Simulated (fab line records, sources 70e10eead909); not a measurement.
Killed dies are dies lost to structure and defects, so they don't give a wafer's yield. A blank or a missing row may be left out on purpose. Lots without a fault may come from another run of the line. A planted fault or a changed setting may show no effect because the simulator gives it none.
Which tool did it? | flow nand_harc | 6 lots, 18 wafers sampled, at 4 steps of a route of 1159

WHAT THE GAUGES READ, wafer by wafer
NHARC_END_SORT_01.
lot  | measured     | on        | killed_at_periphery
L427 | day 21 18:26 | prober-01 | 640 3 0
L432 | day 23 20:25 | prober-01 | 4 2 2
L435 | day 23 20:22 | prober-02 | 1 0 2
L438 | day 24 21:21 | prober-02 | 0 4 4
L439 | day 24 12:01 | prober-01 | 2 2 2
L442 | day 25 11:16 | prober-01 | 5 1 6

WHICH TOOL RAN EACH LOT (tool, then ch and the chambers of the sampled wafers, then the start)
lot  | NHARC_P_CONTACT_DEGAS_38     | NHARC_P_M0_ETCH_15                 | NHARC_P_M0_ANNEAL_30
L427 | pvd_sputter-03, day 7 16:04  | rie_diel-08 ch 1,2,3, day 7 20:35  | rtp_anneal-01 ch 0, day 7 22:05
L432 | pvd_sputter-03, day 9 08:55  | rie_diel-04 ch 1,2,3, day 9 21:34  | rtp_anneal-01 ch 0, day 9 23:02
L435 | pvd_sputter-01, day 9 16:26  | rie_diel-04 ch 0,2,3, day 10 00:00 | rtp_anneal-01 ch 0, day 10 01:31
L438 | pvd_sputter-03, day 10 11:43 | rie_diel-01 ch 1,2,3, day 10 14:42 | rtp_anneal-01 ch 0, day 10 16:28
L439 | pvd_sputter-03, day 10 16:31 | rie_diel-04 ch 1,2,3, day 10 19:16 | rtp_anneal-01 ch 0, day 10 20:49
L442 | pvd_sputter-02, day 11 15:16 | rie_diel-04 ch 1,2,3, day 11 22:52 | rtp_anneal-02 ch 0, day 12 00:23
- NHARC_P_CONTACT_DEGAS_38: time 60 s.
- NHARC_P_M0_ETCH_15: etches the open film in C4F8/Ar, target depth 150 nm, overetch 15 nm, time 82.5 s.
- NHARC_P_M0_ANNEAL_30: time 90 s.

THE ANSWER, worked out from the rows above alone
Rule: what is usual is taken from the lots themselves. Put in order of their means at a reading, lots are off if they are a third of the lots or fewer, leave a main group of 4 or more, and stand apart from it by a gap of 3 or more times the standard deviation of the main group's means; of several such gaps the widest counts. A main group whose means are all the same, to the digits that the tables above print for the reading, isn't used. A lot without any number at a reading at which 4 lots or more have one is off too. The other lots that the step has rows for count as sound.
Off: L427, at NHARC_END_SORT_01 (killed_at_periphery). The main group: mean 2.5, standard deviation 0.98.
A tool fits if, at a process step before that reading, it ran every lot that is off, and no sound lot after the first of them. The gauges at NHARC_END_SORT_01 are tried like those tools. One fits: rie_diel-08 at NHARC_P_M0_ETCH_15. It ran no sound lot before its first lot that is off in this sample, so the start can't be narrowed down.

WHAT THE SIMULATOR HAD PUT IN
Process parameter drift: rie_diel-08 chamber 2, from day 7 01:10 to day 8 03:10, at NHARC_P_M0_ETCH_15. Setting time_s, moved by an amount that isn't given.
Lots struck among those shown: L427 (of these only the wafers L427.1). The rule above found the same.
